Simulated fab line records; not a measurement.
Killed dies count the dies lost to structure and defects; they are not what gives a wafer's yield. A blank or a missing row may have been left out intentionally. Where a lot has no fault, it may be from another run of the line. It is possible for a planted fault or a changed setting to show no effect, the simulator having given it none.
Chamber matching ; flow n5-finfet ; rie-diel-05 running N5_BEOL_M12_DESCUM_33: 4 sister chambers
The step chemistry O2, time 7.9 s. 4 wafers are shown with their chamber, then 10 later ones without.

WAFERS PAIRED WITH THEIR CHAMBERS
wafer;chamber;showerhead-plenum-p-Torr (Torr)
L078.6;3;2.12
L082.6;1;2.06
L085.1;0;2.24
L085.5;2;2.23

WAFERS WITHOUT THEIR CHAMBER
wafer;showerhead-plenum-p-Torr (Torr)
L085.6;2.05
L088.1;2.22
L088.4;2.22
L088.5;2.23
L092.2;2.22
L092.4;2.23
L092.6;2.22
L096.1;2.22
L096.4;2.23
L096.6;2.22

CHAMBER TAKEN BY EACH
wafer;from the rows above;in truth
L085.6;1;1
L088.1;can't be placed: 2 or 0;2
L088.4;can't be placed: 2 or 0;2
L088.5;can't be placed: 2 or 0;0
L092.2;can't be placed: 2 or 0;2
L092.4;can't be placed: 2 or 0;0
L092.6;can't be placed: 2 or 0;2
L096.1;can't be placed: 2 or 0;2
L096.4;can't be placed: 2 or 0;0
L096.6;can't be placed: 2 or 0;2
Correctly placed: 1 of 10. Unplaceable from these rows: 9, with the true chamber sitting among the candidates in 9. Number placed wrongly: 0.
How it was worked out, from the rows above alone: a wafer's distance from a chamber is the root of the sum, over the readings, of the square of ((its reading less the chamber's mean) divided by the reading's scatter). The wafer belongs to the nearest chamber; if the next one is less than 2 further off, it can't be placed. For every chamber, the mean is computed from those of its wafers that are shown. The scatter: with one shown wafer a chamber, the root of the mean of the squares of how far each hidden wafer lies from its nearest shown one.
